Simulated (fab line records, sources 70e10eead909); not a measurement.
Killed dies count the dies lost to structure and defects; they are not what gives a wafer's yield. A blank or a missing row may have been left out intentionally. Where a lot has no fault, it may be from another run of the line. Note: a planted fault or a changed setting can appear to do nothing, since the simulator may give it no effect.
Matching of chambers | flow nand-harc | NHARC_A_CHANNEL_FILL_D2_ALD_14 on ald-hk-03 has 4 sister chambers
The step deposits SiO2, target thk 2.5 nm, pulse time 10 s, ald cycles 25. 8 wafers are shown with their chamber, then 7 later ones without.

WAFERS PAIRED WITH THEIR CHAMBERS
wafer  | chamber | heater-power-w (W) | precursor-pulse-height-rel
L078.5 | 1       | 472                | 0.985
L081.1 | 1       | 478                | 0.968
L081.2 | 2       | 440                | 1.009
L081.3 | 0       | 437                | 1.007
L084.5 | 3       | 428                | 0.967
L084.6 | 0       | 444                | 1.000
L090.1 | 2       | 430                | 1.009
L090.4 | 3       | 421                | 0.996

WAFERS WHOSE CHAMBER IS MISSING
wafer  | heater-power-w (W) | precursor-pulse-height-rel
L090.5 | 417                | 0.952
L092.1 | 427                | 1.012
L092.5 | 488                | 0.964
L092.6 | 439                | 1.032
L097.1 | 429                | 1.011
L097.3 | 486                | 1.050
L097.6 | 426                | 0.993

WHICH CHAMBER EACH WENT THROUGH
wafer  | from the rows above          | in truth
L090.5 | 3                            | 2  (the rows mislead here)
L092.1 | can't be placed: 2 or 3 or 0 | 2
L092.5 | 1                            | 1
L092.6 | can't be placed: 2 or 0      | 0
L097.1 | can't be placed: 2 or 0 or 3 | 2
L097.3 | 1                            | 1
L097.6 | can't be placed: 3 or 2 or 0 | 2
Correctly placed: 2 of 7. These rows do not allow placing 4 (true chamber among the candidates in 4). 1 placed wrongly.
How it was worked out, from the rows above alone: a wafer's distance from a chamber is the root of the sum, over the readings, of the square of ((its reading less the chamber's mean) divided by the reading's scatter). If the next closest chamber is less than 2 further off than the closest, the wafer can't be placed; otherwise it belongs to the closest. A chamber's mean is the mean of its shown wafers. The scatter: take each reading less its chamber's mean, square it, sum over the shown wafers, divide by the number of wafers less the number of chambers, and take the root.
